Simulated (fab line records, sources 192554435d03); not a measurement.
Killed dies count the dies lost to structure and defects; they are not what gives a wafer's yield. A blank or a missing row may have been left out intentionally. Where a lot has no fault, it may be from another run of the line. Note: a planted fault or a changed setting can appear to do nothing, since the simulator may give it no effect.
Split-lot trial -- flow n5 finfet -- 7 lots, 21 wafers read, on a route of 1938 steps

ABOUT THE SPLIT
At N5_BEOL_M3_TRENCH_ETCH_37 (etches SiOC in C4F6/O2, target depth 55.555 nm, time 29.2 s), the setting bias w was moved away from the recipe's 185 W on 9 of the 21 wafers read, by -17.8% to +13.6%. All remaining wafers had this setting at the recipe value.

FROM THE SPLIT TO THE READING: what the file shows between them, 2 steps
- N5_BEOL_M3_ETCH_41: etches SiCN in CH3F/O2, target depth 29.9 nm, time 52.5 s
- N5_BEOL_M3_STRIP_97: strips in N2/H2, time 10 s

THE READING
trench depth nm, in nm, at N5_BEOL_M3_OCD_MEAS_38. Typical for fault-free wafers on this fab line: 55.6 nm, with standard deviation 1.1 nm.

wafer,"tool, chamber at the split","bias w as run, W",against the recipe,"trench depth nm, nm",against lot-mates on the recipe
L074.1,"rie diel-06, 3",172.9,-6.5%,54.4,-0.5
L074.5,"rie diel-06, 3",172.9,-6.5%,53.9,-1.0
L074.6,"rie diel-06, 0",185,recipe,54.9,-
L077.1,"rie diel-03, 1",185,recipe,55.0,-
L077.2,"rie diel-03, 3",206.1,+11.4%,56.3,+0.8
L077.3,"rie diel-03, 0",185,recipe,55.9,-
L082.1,"rie diel-02, 1",185,recipe,56.3,-
L082.4,"rie diel-02, 2",185,recipe,55.3,-
L082.5,"rie diel-02, 2",185,recipe,54.9,-
L083.3,"rie diel-02, 1",185,recipe,55.2,-
L083.4,"rie diel-02, 2",185,recipe,54.2,-
L083.6,"rie diel-02, 0",185,recipe,56.1,-
L091.1,"rie diel-06, 2",157.9,-14.6%,52.9,-3.6
L091.2,"rie diel-06, 1",185,recipe,57.0,-
L091.4,"rie diel-06, 0",185,recipe,56.0,-
L092.2,"rie diel-03, 0",210.2,+13.6%,58.8,no lot-mate on the recipe
L092.5,"rie diel-03, 0",210.2,+13.6%,57.9,no lot-mate on the recipe
L092.6,"rie diel-03, 3",210.2,+13.6%,59.2,no lot-mate on the recipe
L094.1,"rie diel-03, 2",152.1,-17.8%,50.6,-6.3
L094.3,"rie diel-03, 3",185,recipe,56.9,-
L094.5,"rie diel-03, 0",152.1,-17.8%,52.1,-4.8

FIT RESULTS
A straight line over all 21 wafers: trench depth nm changes by +0.21 nm for each +1% of bias w; r = +0.92; the points scatter about the line by 0.85 nm.
The same after taking each lot's own level away (the mean of its wafers on the recipe; 18 wafers): +0.247 nm for each +1%; r = +0.90; scatter 0.89 nm.
Per that fit: largest bias w move, reading shift of 4.4 nm.
The lots' own levels span 54.90 to 56.90 nm, that is 1.8 times the standard deviation above.
So the lot-to-lot level changes the slope: the two fits differ.
Check: for one of the wafers moved furthest among these (-17.8%), held out of the fit, the line's prediction against its lot-mates is -3.78 nm. It came out at -6.3 nm against them.
Tool readings at the split's step, against how far the setting was moved: rf vpp V r = +0.99.

OTHER SPLITS APPLIED TO THESE WAFERS
Other splits were also applied to these wafers ahead of the reading. Each is held against what the fit with the lots' levels taken away leaves over:
other split on the same wafers,wafers away from the commonest value,r with trench depth nm (lot level and that fit taken away)
N5_BEOL_M2_COAT_05 spin rpm,6,+0.25
N5_BEOL_M2_DEP_57 time s,4,+0.00
N5_BEOL_M3_ILD_DEP_00 time s,6,+0.17

THE WHOLE CHAIN: every reading that the file lists as answering this split, in the file's order
step,what it does,reading,change (the file's fit),r (the file's)
N5_BEOL_M3_TRENCH_ETCH_37,"etches SiOC in C4F6/O2, target depth 55.555 nm, time 29.2 s",rf vpp V,+5.21 V for each +1% of the setting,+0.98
N5_BEOL_M3_TRENCH_ETCH_37,"etches SiOC in C4F6/O2, target depth 55.555 nm, time 29.2 s","BEOL_M3.feature depth nm (the simulator's own value, which no gauge read)",+0.208 nm for each +1% of the setting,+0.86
N5_BEOL_M3_TRENCH_ETCH_37,"etches SiOC in C4F6/O2, target depth 55.555 nm, time 29.2 s","etch.depth nm (the simulator's own value, which no gauge read)",+0.206 nm for each +1% of the setting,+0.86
N5_BEOL_M3_OCD_MEAS_38,,trench depth nm,+0.234 nm for each +1% of the setting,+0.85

FILE'S OWN FIT
trench depth nm changes by +0.234 nm for each +1% of bias w, r = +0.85.
